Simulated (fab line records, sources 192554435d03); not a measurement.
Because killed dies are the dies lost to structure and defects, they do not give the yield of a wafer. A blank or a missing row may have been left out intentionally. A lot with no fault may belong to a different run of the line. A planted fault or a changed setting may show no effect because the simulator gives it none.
Lot-split experiment | flow n5Finfet | 39 wafers read from 7 lots, route of 1938 steps

SPLIT DETAILS
At N5_MOL_CONTACT_COAG_EXPOSE_37 (exposes mask VD, defocus 0 nm), the setting doseMj was moved away from the recipe's 62 on 12 of the 39 wafers read, by -5.7% to +6.4%. This setting was run at the recipe's value on the other wafers.

FROM THE SPLIT TO THE READING: what the file shows between them, 2 steps
- N5_MOL_CONTACT_COAG_PEB_38: peb time 60 s
- N5_MOL_CONTACT_COAG_DEVELOP_39: develop time 30 s

THE READING
cdNm, in nm, at N5_MOL_CONTACT_COAG_CD_MEAS_40 (target cd 25.1 nm). A value of 25.02 nm with a standard deviation of 0.25 nm is what fault-free wafers of this fab line usually give.

wafer  | tool, chamber at the split | doseMj as run | against the recipe | cdNm, nm | against lot-mates on the recipe
L078.1 | euvScanner-02, 0           | 58.69         | -5.3%              | 24.27    | -0.49
L078.2 | euvScanner-02, 0           | 62            | recipe             | 24.74    | -
L078.3 | euvScanner-02, 0           | 58.69         | -5.3%              | 24.00    | -0.76
L078.4 | euvScanner-02, 0           | 62            | recipe             | 24.82    | -
L078.5 | euvScanner-02, 0           | 58.69         | -5.3%              | 24.08    | -0.68
L078.6 | euvScanner-02, 0           | 62            | recipe             | 24.71    | -
L083.1 | euvScanner-01, 0           | 65.95         | +6.4%              | 26.07    | +0.89
L083.2 | euvScanner-01, 0           | 62            | recipe             | 25.18    | -
L083.3 | euvScanner-01, 0           | 62            | recipe             | 25.32    | -
L083.4 | euvScanner-01, 0           | 65.95         | +6.4%              | 26.14    | +0.96
L083.5 | euvScanner-01, 0           | 62            | recipe             | 25.05    | -
L083.6 | euvScanner-01, 0           | 65.95         | +6.4%              | 26.18    | +1.00
L087.1 | euvScanner-01, 0           | 62            | recipe             | 25.10    | -
L087.2 | euvScanner-01, 0           | 62            | recipe             | 25.18    | -
L087.3 | euvScanner-01, 0           | 62            | recipe             | 25.11    | -
L087.4 | euvScanner-01, 0           | 60.45         | -2.5%              | 24.53    | -0.60
L087.5 | euvScanner-01, 0           | 60.45         | -2.5%              | 24.49    | -0.64
L087.6 | euvScanner-01, 0           | 60.45         | -2.5%              | 24.32    | -0.81
L089.1 | euvScanner-01, 0           | 58.46         | -5.7%              | 23.81    | -1.17
L089.2 | euvScanner-01, 0           | 62            | recipe             | 24.99    | -
L089.3 | euvScanner-01, 0           | 62            | recipe             | 24.68    | -
L089.4 | euvScanner-01, 0           | 62            | recipe             | 25.27    | -
L089.5 | euvScanner-01, 0           | 58.46         | -5.7%              | 24.00    | -0.98
L089.6 | euvScanner-01, 0           | 58.46         | -5.7%              | 23.60    | -1.38
L092.1 | euvScanner-02, 0           | 62            | recipe             | 25.53    | -
L092.2 | euvScanner-02, 0           | 62            | recipe             | 25.09    | -
L092.3 | euvScanner-02, 0           | 62            | recipe             | 25.15    | -
L092.4 | euvScanner-02, 0           | 62            | recipe             | 25.39    | -
L092.5 | euvScanner-02, 0           | 62            | recipe             | 25.15    | -
L092.6 | euvScanner-02, 0           | 62            | recipe             | 25.07    | -
L094.1 | euvScanner-01, 0           | 62            | recipe             | 25.52    | -
L094.3 | euvScanner-01, 0           | 62            | recipe             | 25.13    | -
L094.6 | euvScanner-01, 0           | 62            | recipe             | 25.55    | -
L097.1 | euvScanner-02, 0           | 62            | recipe             | 25.30    | -
L097.2 | euvScanner-02, 0           | 62            | recipe             | 25.46    | -
L097.3 | euvScanner-02, 0           | 62            | recipe             | 25.29    | -
L097.4 | euvScanner-02, 0           | 62            | recipe             | 25.01    | -
L097.5 | euvScanner-02, 0           | 62            | recipe             | 24.99    | -
L097.6 | euvScanner-02, 0           | 62            | recipe             | 24.93    | -

FIT RESULTS
A straight line over all 39 wafers: cdNm changes by +0.192 nm for each +1% of doseMj; r = +0.92; the points scatter about the line by 0.23 nm.
The same after taking each lot's own level away (the mean of its wafers on the recipe; 39 wafers): +0.164 nm for each +1%; r = +0.92; scatter 0.2 nm.
On that fit, the largest move of doseMj shifts the reading by 1 nm.
The lots' own levels span 24.757 to 25.400 nm, that is 2.6 times the standard deviation above.
Thus the slope moves with the lot-to-lot level: the two fits are different.
Check: for one of the wafers moved furthest among these (+6.4%), held out of the fit, the line's prediction against its lot-mates is +1.04 nm. It came out at +0.887 nm against them.

THE FILE'S OWN FIT
cdNm changes by +0.166 nm for each +1% of doseMj, r = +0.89.
